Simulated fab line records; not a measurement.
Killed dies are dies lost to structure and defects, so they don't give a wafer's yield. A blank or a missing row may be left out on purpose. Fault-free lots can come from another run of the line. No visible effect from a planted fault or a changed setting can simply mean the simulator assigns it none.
Chamber matching | flow n5Finfet | N5_BEOL_M0_SAQP_PECVD_97 on pecvd-02: 3 sister chambers
The step deposits SiNx from SiH4/NH3/N2, target thk 23 nm, time 19.9 s. 3 wafers are shown with their chamber, then 9 later ones without.

EACH WAFER AND ITS CHAMBER
wafer  | chamber | throttleValvePct (%)
L426.4 | 0       | 40.3
L429.1 | 2       | 37.4
L429.5 | 1       | 40.2

WAFERS WITH NO CHAMBER GIVEN
wafer  | throttleValvePct (%)
L438.2 | 40.4
L438.4 | 37.8
L438.5 | 37.6
L437.1 | 40.4
L437.3 | 37.7
L437.6 | 40.1
L440.1 | 40.3
L440.4 | 40.3
L440.6 | 40.3

THE CHAMBER EACH PASSED THROUGH
wafer  | from the rows above     | in truth
L438.2 | can't be placed: 0 or 1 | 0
L438.4 | 2                       | 2
L438.5 | 2                       | 2
L437.1 | can't be placed: 0 or 1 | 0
L437.3 | 2                       | 2
L437.6 | can't be placed: 1 or 0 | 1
L440.1 | can't be placed: 0 or 1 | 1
L440.4 | can't be placed: 0 or 1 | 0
L440.6 | can't be placed: 0 or 1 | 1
3 of 9 placed correctly. From these rows, 6 cannot be placed; in 6 the true chamber is one of the candidates. 0 placed wrongly.
How it was worked out, from the rows above alone: a wafer's distance from a chamber is the root of the sum, over the readings, of the square of ((its reading less the chamber's mean) divided by the reading's scatter). If the next closest chamber is less than 2 further off than the closest, the wafer can't be placed; otherwise it belongs to the closest. A chamber's mean is the mean of its shown wafers. The scatter: with one shown wafer a chamber, the root of the mean of the squares of how far each hidden wafer lies from its nearest shown one.
